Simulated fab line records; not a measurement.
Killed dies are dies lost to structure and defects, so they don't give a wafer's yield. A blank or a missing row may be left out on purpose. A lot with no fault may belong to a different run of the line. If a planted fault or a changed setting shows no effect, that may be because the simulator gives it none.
Split-lot study ; flow n5-finfet ; 21 wafers read from 7 lots, route of 1938 steps

THE SPLIT ITSELF
At N5_MOL_CONTACT_COAG_COAT_64 (time 60 s, resist thk 10 nm), the setting spin-rpm was moved away from the recipe's 1500 rpm on 6 of the 21 wafers read, by +3.1% to +9.1%. For the rest of the wafers, this setting stayed at what the recipe calls for.

FROM THE SPLIT TO THE READING: what the file shows between them, 3 steps
- N5_MOL_CONTACT_COAG_COAT_34: resist thk 40 nm
- N5_MOL_CONTACT_COAG_EBR_36
- N5_MOL_CONTACT_COAG_DESCUM_45: chemistry O2, time 7 s

THE READING
etch.depth-nm (the simulator's own value, which no gauge read), in nm, at N5_MOL_CONTACT_COAG_ETCH_65 (etches underlayer in N2/H2, target depth 13 nm, time 10.4 s). No usual value for it is given in the file. The 15 wafers here that ran the recipe average 10.024 nm, standard deviation 0.031 nm.

wafer;tool, chamber at the split;spin-rpm as run, rpm;against the recipe;etch.depth-nm, nm;against lot-mates on the recipe
L074.3;litho-track-03, 0;1500;recipe;9.998;-
L074.5;litho-track-03, 0;1500;recipe;9.979;-
L074.6;litho-track-03, 0;1500;recipe;9.965;-
L079.1;litho-track-03, 0;1500;recipe;10.02;-
L079.2;litho-track-03, 0;1500;recipe;10.07;-
L079.4;litho-track-03, 0;1500;recipe;10.06;-
L081.2;litho-track-03, 0;1637;+9.1%;9.608;-0.412
L081.4;litho-track-03, 0;1637;+9.1%;9.587;-0.433
L081.6;litho-track-03, 0;1500;recipe;10.02;-
L082.2;litho-track-02, 0;1594;+6.3%;9.725;-0.330
L082.3;litho-track-02, 0;1500;recipe;10.05;-
L082.6;litho-track-02, 0;1500;recipe;10.06;-
L084.2;litho-track-03, 0;1500;recipe;10.03;-
L084.4;litho-track-03, 0;1500;recipe;10.05;-
L084.5;litho-track-03, 0;1500;recipe;10.04;-
L086.2;litho-track-02, 0;1546;+3.1%;9.847;-0.173
L086.4;litho-track-02, 0;1500;recipe;10.03;-
L086.6;litho-track-02, 0;1500;recipe;10.01;-
L096.1;litho-track-05, 0;1619;+7.9%;9.627;-0.355
L096.4;litho-track-05, 0;1500;recipe;9.982;-
L096.5;litho-track-05, 0;1619;+7.9%;9.597;-0.385

THE FIT
A straight line over all 21 wafers: etch.depth-nm changes by -0.0489 nm for each +1% of spin-rpm; r = -0.99; the points scatter about the line by 0.031 nm.
The same after taking each lot's own level away (the mean of its wafers on the recipe; 21 wafers): -0.0472 nm for each +1%; r = -1.00; scatter 0.016 nm.
Per that fit: largest spin-rpm move, reading shift of 0.43 nm.
The lots' own levels span 9.9807 to 10.0550 nm, that is 2.4 times the standard deviation above.
The two slopes agree, so the slope changes little with the lot-to-lot level.
Check: for one of the wafers moved furthest among these (+9.1%), held out of the fit, the line's prediction against its lot-mates is -0.44 nm. It came out at -0.412 nm against them.

OTHER SPLITS APPLIED TO THESE WAFERS
These wafers also went through other splits before the reading. Each is held against what the fit with the lots' levels taken away leaves over:
other split on the same wafers;wafers away from the commonest value;r with etch.depth-nm (lot level and that fit taken away)
N5_FIN_SAQP_PEB_14 peb-time-s;8;-0.16
N5_FIN_CUT_ETCH_21 time-s;2;-0.09
N5_STI_FIN_REVEAL_ETCHBACK_08 time-s;7;-0.16
N5_STI_FIN_REVEAL_OXIDATION_31 time-s;11;-0.15
N5_SD_EPI_N_PEB_07 peb-time-s;3;+0.23
N5_GATE_CUT_ALD_22 ald-cycles;6;-0.49
N5_MOL_CONTACT_COAG_VIA_ETCH_46 bias-w;8;+0.14

THE WHOLE CHAIN: every reading that the file lists as answering this split, in the file's order
step;what it does;reading;change (the file's fit);r (the file's)
N5_MOL_CONTACT_COAG_COAT_64;time 60 s, resist thk 10 nm;underlayer_of_MOL_CONTACT_COAG_COAT_64.thk-nm (the simulator's own value, which no gauge read);-0.0446 nm for each +1% of the setting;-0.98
N5_MOL_CONTACT_COAG_ETCH_65;etches underlayer in N2/H2, target depth 13 nm, time 10.4 s;etch.depth-nm (the simulator's own value, which no gauge read);-0.0482 nm for each +1% of the setting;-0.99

THE FILE'S OWN FIT
etch.depth-nm changes by -0.0482 nm for each +1% of spin-rpm, r = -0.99.
